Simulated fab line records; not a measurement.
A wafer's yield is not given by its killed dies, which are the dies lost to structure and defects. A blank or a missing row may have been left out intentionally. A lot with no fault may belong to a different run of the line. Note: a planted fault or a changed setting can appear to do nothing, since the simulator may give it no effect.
Lot-split experiment || flow n5Finfet || on a route of 1938 steps: 7 lots, 39 wafers read

== THE SPLIT ITSELF ==
At N5_BEOL_M4_DESCUM_16 (chemistry O2, time 7 s), the setting timeS was moved away from the recipe's 7 s on 18 of the 39 wafers read, by -58.6% to +59.6%. For the rest of the wafers, this setting stayed at what the recipe calls for.

No step appears in the file between the split and the reading.

== THE READING ==
CAR-EUV_of_BEOL_M4_COAT_05.thkNm (the simulator's own value, which no gauge read), in nm, at N5_BEOL_M4_ETCH_74 (etches underlayer in N2/H2, target depth 6.5 nm, time 5.2 s). There is no usual value for it anywhere in the file. The 21 wafers here that ran the recipe average 20.3 nm, standard deviation 0.099 nm.

{"wafer": "L074.1", "tool, chamber at the split": "rieDiel-03, 0,1,0", "timeS as run, s": 4.888, "against the recipe": "-30.2%", "CAR-EUV_of_BEOL_M4_COAT_05.thkNm, nm": 21.4, "against lot-mates on the recipe": "+1.1"}
{"wafer": "L074.5", "tool, chamber at the split": "rieDiel-03, 0,1,0", "timeS as run, s": 4.888, "against the recipe": "-30.2%", "CAR-EUV_of_BEOL_M4_COAT_05.thkNm, nm": 21.4, "against lot-mates on the recipe": "+1.1"}
{"wafer": "L074.6", "tool, chamber at the split": "rieDiel-03, 0,1,0", "timeS as run, s": 4.888, "against the recipe": "-30.2%", "CAR-EUV_of_BEOL_M4_COAT_05.thkNm, nm": 21.4, "against lot-mates on the recipe": "+1.1"}
{"wafer": "L074.2", "tool, chamber at the split": "rieDiel-03, 3,2", "timeS as run, s": 7, "against the recipe": "recipe", "CAR-EUV_of_BEOL_M4_COAT_05.thkNm, nm": 20.2, "against lot-mates on the recipe": "-"}
{"wafer": "L074.4", "tool, chamber at the split": "rieDiel-03, 3,2", "timeS as run, s": 7, "against the recipe": "recipe", "CAR-EUV_of_BEOL_M4_COAT_05.thkNm, nm": 20.2, "against lot-mates on the recipe": "-"}
{"wafer": "L074.3", "tool, chamber at the split": "rieDiel-03, 1", "timeS as run, s": 7, "against the recipe": "recipe", "CAR-EUV_of_BEOL_M4_COAT_05.thkNm, nm": 20.4, "against lot-mates on the recipe": "-"}
{"wafer": "L077.1", "tool, chamber at the split": "rieDiel-03, 2,3,3", "timeS as run, s": 9.175, "against the recipe": "+31.1%", "CAR-EUV_of_BEOL_M4_COAT_05.thkNm, nm": 19.2, "against lot-mates on the recipe": -1.1}
{"wafer": "L077.2", "tool, chamber at the split": "rieDiel-03, 2,3,3", "timeS as run, s": 9.175, "against the recipe": "+31.1%", "CAR-EUV_of_BEOL_M4_COAT_05.thkNm, nm": 19.2, "against lot-mates on the recipe": -1.1}
{"wafer": "L077.6", "tool, chamber at the split": "rieDiel-03, 2,3,3", "timeS as run, s": 9.175, "against the recipe": "+31.1%", "CAR-EUV_of_BEOL_M4_COAT_05.thkNm, nm": 19.2, "against lot-mates on the recipe": -1.1}
{"wafer": "L077.3", "tool, chamber at the split": "rieDiel-03, 0,1", "timeS as run, s": 7, "against the recipe": "recipe", "CAR-EUV_of_BEOL_M4_COAT_05.thkNm, nm": 20.4, "against lot-mates on the recipe": "-"}
{"wafer": "L077.5", "tool, chamber at the split": "rieDiel-03, 0", "timeS as run, s": 7, "against the recipe": "recipe", "CAR-EUV_of_BEOL_M4_COAT_05.thkNm, nm": 20.4, "against lot-mates on the recipe": "-"}
{"wafer": "L077.4", "tool, chamber at the split": "rieDiel-03, 0,1", "timeS as run, s": 7, "against the recipe": "recipe", "CAR-EUV_of_BEOL_M4_COAT_05.thkNm, nm": 20.2, "against lot-mates on the recipe": "-"}
{"wafer": "L080.2", "tool, chamber at the split": "rieDiel-01, 2,1,2", "timeS as run, s": 7, "against the recipe": "recipe", "CAR-EUV_of_BEOL_M4_COAT_05.thkNm, nm": 20.2, "against lot-mates on the recipe": "-"}
{"wafer": "L080.3", "tool, chamber at the split": "rieDiel-01, 2,1,2", "timeS as run, s": 7, "against the recipe": "recipe", "CAR-EUV_of_BEOL_M4_COAT_05.thkNm, nm": 20.2, "against lot-mates on the recipe": "-"}
{"wafer": "L080.6", "tool, chamber at the split": "rieDiel-01, 2,1,2", "timeS as run, s": 7, "against the recipe": "recipe", "CAR-EUV_of_BEOL_M4_COAT_05.thkNm, nm": 20.2, "against lot-mates on the recipe": "-"}
{"wafer": "L082.1", "tool, chamber at the split": "rieDiel-03, 2,3", "timeS as run, s": 7, "against the recipe": "recipe", "CAR-EUV_of_BEOL_M4_COAT_05.thkNm, nm": 20.2, "against lot-mates on the recipe": "-"}
{"wafer": "L082.3", "tool, chamber at the split": "rieDiel-03, 0", "timeS as run, s": 7, "against the recipe": "recipe", "CAR-EUV_of_BEOL_M4_COAT_05.thkNm, nm": 20.2, "against lot-mates on the recipe": "-"}
{"wafer": "L082.4", "tool, chamber at the split": "rieDiel-03, 2,3", "timeS as run, s": 7, "against the recipe": "recipe", "CAR-EUV_of_BEOL_M4_COAT_05.thkNm, nm": 20.2, "against lot-mates on the recipe": "-"}
{"wafer": "L082.2", "tool, chamber at the split": "rieDiel-03, 1", "timeS as run, s": 10.27, "against the recipe": "+46.7%", "CAR-EUV_of_BEOL_M4_COAT_05.thkNm, nm": 18.6, "against lot-mates on the recipe": -1.6}
{"wafer": "L082.5", "tool, chamber at the split": "rieDiel-03, 3,2", "timeS as run, s": 10.27, "against the recipe": "+46.7%", "CAR-EUV_of_BEOL_M4_COAT_05.thkNm, nm": 18.6, "against lot-mates on the recipe": -1.6}
{"wafer": "L082.6", "tool, chamber at the split": "rieDiel-03, 3,2", "timeS as run, s": 10.27, "against the recipe": "+46.7%", "CAR-EUV_of_BEOL_M4_COAT_05.thkNm, nm": 18.6, "against lot-mates on the recipe": -1.6}
{"wafer": "L088.1", "tool, chamber at the split": "rieDiel-05, 2,0,2", "timeS as run, s": 7, "against the recipe": "recipe", "CAR-EUV_of_BEOL_M4_COAT_05.thkNm, nm": 20.4, "against lot-mates on the recipe": "-"}
{"wafer": "L088.2", "tool, chamber at the split": "rieDiel-05, 2,0,2", "timeS as run, s": 7, "against the recipe": "recipe", "CAR-EUV_of_BEOL_M4_COAT_05.thkNm, nm": 20.4, "against lot-mates on the recipe": "-"}
{"wafer": "L088.3", "tool, chamber at the split": "rieDiel-05, 1,3", "timeS as run, s": 2.895, "against the recipe": "-58.6%", "CAR-EUV_of_BEOL_M4_COAT_05.thkNm, nm": 22.2, "against lot-mates on the recipe": "+1.9"}
{"wafer": "L088.4", "tool, chamber at the split": "rieDiel-05, 1,3", "timeS as run, s": 2.895, "against the recipe": "-58.6%", "CAR-EUV_of_BEOL_M4_COAT_05.thkNm, nm": 22.2, "against lot-mates on the recipe": "+1.9"}
{"wafer": "L088.5", "tool, chamber at the split": "rieDiel-05, 3", "timeS as run, s": 2.895, "against the recipe": "-58.6%", "CAR-EUV_of_BEOL_M4_COAT_05.thkNm, nm": 22.4, "against lot-mates on the recipe": "+2.1"}
{"wafer": "L088.6", "tool, chamber at the split": "rieDiel-05, 2,0,2", "timeS as run, s": 7, "against the recipe": "recipe", "CAR-EUV_of_BEOL_M4_COAT_05.thkNm, nm": 20.2, "against lot-mates on the recipe": "-"}
{"wafer": "L095.1", "tool, chamber at the split": "rieDiel-03, 3,2,1", "timeS as run, s": 7, "against the recipe": "recipe", "CAR-EUV_of_BEOL_M4_COAT_05.thkNm, nm": 20.4, "against lot-mates on the recipe": "-"}
{"wafer": "L095.3", "tool, chamber at the split": "rieDiel-03, 3,2,1", "timeS as run, s": 7, "against the recipe": "recipe", "CAR-EUV_of_BEOL_M4_COAT_05.thkNm, nm": 20.4, "against lot-mates on the recipe": "-"}
{"wafer": "L095.5", "tool, chamber at the split": "rieDiel-03, 3,2,1", "timeS as run, s": 7, "against the recipe": "recipe", "CAR-EUV_of_BEOL_M4_COAT_05.thkNm, nm": 20.4, "against lot-mates on the recipe": "-"}
{"wafer": "L095.2", "tool, chamber at the split": "rieDiel-03, 1,0,0", "timeS as run, s": 11.17, "against the recipe": "+59.6%", "CAR-EUV_of_BEOL_M4_COAT_05.thkNm, nm": 18.4, "against lot-mates on the recipe": -2.0}
{"wafer": "L095.4", "tool, chamber at the split": "rieDiel-03, 1,0,0", "timeS as run, s": 11.17, "against the recipe": "+59.6%", "CAR-EUV_of_BEOL_M4_COAT_05.thkNm, nm": 18.6, "against lot-mates on the recipe": -1.8}
{"wafer": "L095.6", "tool, chamber at the split": "rieDiel-03, 1,0,0", "timeS as run, s": 11.17, "against the recipe": "+59.6%", "CAR-EUV_of_BEOL_M4_COAT_05.thkNm, nm": 18.6, "against lot-mates on the recipe": -1.8}
{"wafer": "L096.1", "tool, chamber at the split": "rieDiel-05, 3,2", "timeS as run, s": 5.853, "against the recipe": "-16.4%", "CAR-EUV_of_BEOL_M4_COAT_05.thkNm, nm": 20.8, "against lot-mates on the recipe": "+0.5"}
{"wafer": "L096.3", "tool, chamber at the split": "rieDiel-05, 3,2", "timeS as run, s": 5.853, "against the recipe": "-16.4%", "CAR-EUV_of_BEOL_M4_COAT_05.thkNm, nm": 20.8, "against lot-mates on the recipe": "+0.5"}
{"wafer": "L096.6", "tool, chamber at the split": "rieDiel-05, 2", "timeS as run, s": 5.853, "against the recipe": "-16.4%", "CAR-EUV_of_BEOL_M4_COAT_05.thkNm, nm": 20.8, "against lot-mates on the recipe": "+0.5"}
{"wafer": "L096.2", "tool, chamber at the split": "rieDiel-05, 0,3,0", "timeS as run, s": 7, "against the recipe": "recipe", "CAR-EUV_of_BEOL_M4_COAT_05.thkNm, nm": 20.4, "against lot-mates on the recipe": "-"}
{"wafer": "L096.4", "tool, chamber at the split": "rieDiel-05, 0,3,0", "timeS as run, s": 7, "against the recipe": "recipe", "CAR-EUV_of_BEOL_M4_COAT_05.thkNm, nm": 20.2, "against lot-mates on the recipe": "-"}
{"wafer": "L096.5", "tool, chamber at the split": "rieDiel-05, 0,3,0", "timeS as run, s": 7, "against the recipe": "recipe", "CAR-EUV_of_BEOL_M4_COAT_05.thkNm, nm": 20.2, "against lot-mates on the recipe": "-"}
If several chambers appear in one row, that row covers several wafers at once and the file leaves open which wafer was in which chamber.

THE FIT
A straight line over all 39 wafers: CAR-EUV_of_BEOL_M4_COAT_05.thkNm changes by -0.0332 nm for each +1% of timeS; r = -0.99; the points scatter about the line by 0.12 nm.
The same after taking each lot's own level away (the mean of its wafers on the recipe; 39 wafers): -0.0334 nm for each +1%; r = -1.00; scatter 0.088 nm.
That fit puts the effect of the largest move of timeS on the reading at 2 nm.
The span of the lots' own levels, 20.20 to 20.40 nm, comes to 2.0 times the standard deviation stated above.
The two slopes are in agreement: the lot-to-lot level therefore moves the slope only a little.
Check: with one of the wafers moved furthest among these (+59.6%) left out of the fit, the line predicts -1.98 nm for it against its lot-mates. It came out at -2 nm against them.

== FURTHER SPLITS ON THESE WAFERS ==
Other splits were also applied to these wafers ahead of the reading. Each is held against what the fit with the lots' levels taken away leaves over:
{"other split on the same wafers": "N5_ZERO_LAYER_DEVELOP_10 developTimeS", "wafers away from the commonest value": 15, "r with CAR-EUV_of_BEOL_M4_COAT_05.thkNm (lot level and that fit taken away)": "+0.49"}
{"other split on the same wafers": "N5_SDB_CUT_ETCH_26 targetDepthA", "wafers away from the commonest value": 6, "r with CAR-EUV_of_BEOL_M4_COAT_05.thkNm (lot level and that fit taken away)": "+0.20"}
{"other split on the same wafers": "N5_GATE_CUT_ALD_22 aldCycles", "wafers away from the commonest value": 15, "r with CAR-EUV_of_BEOL_M4_COAT_05.thkNm (lot level and that fit taken away)": "+0.03"}
{"other split on the same wafers": "N5_BEOL_M0_SAQP_DEVELOP_13 developTimeS", "wafers away from the commonest value": 18, "r with CAR-EUV_of_BEOL_M4_COAT_05.thkNm (lot level and that fit taken away)": -0.17}

== THE WHOLE CHAIN: every reading that the file lists as answering this split, in the file's order ==
{"step": "N5_BEOL_M4_DESCUM_16", "what it does": "chemistry O2, time 7 s", "reading": "CAR-EUV_of_BEOL_M4_COAT_05.thkNm (the simulator's own value, which no gauge read)", "change (the file's fit)": "-0.0346 nm for each +1% of the setting", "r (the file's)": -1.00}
{"step": "N5_BEOL_M4_ETCH_74", "what it does": "etches underlayer in N2/H2, target depth 6.5 nm, time 5.2 s", "reading": "CAR-EUV_of_BEOL_M4_COAT_05.thkNm (the simulator's own value, which no gauge read)", "change (the file's fit)": "-0.0334 nm for each +1% of the setting", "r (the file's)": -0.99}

== FILE'S OWN FIT ==
CAR-EUV_of_BEOL_M4_COAT_05.thkNm changes by -0.0334 nm for each +1% of timeS, r = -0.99.
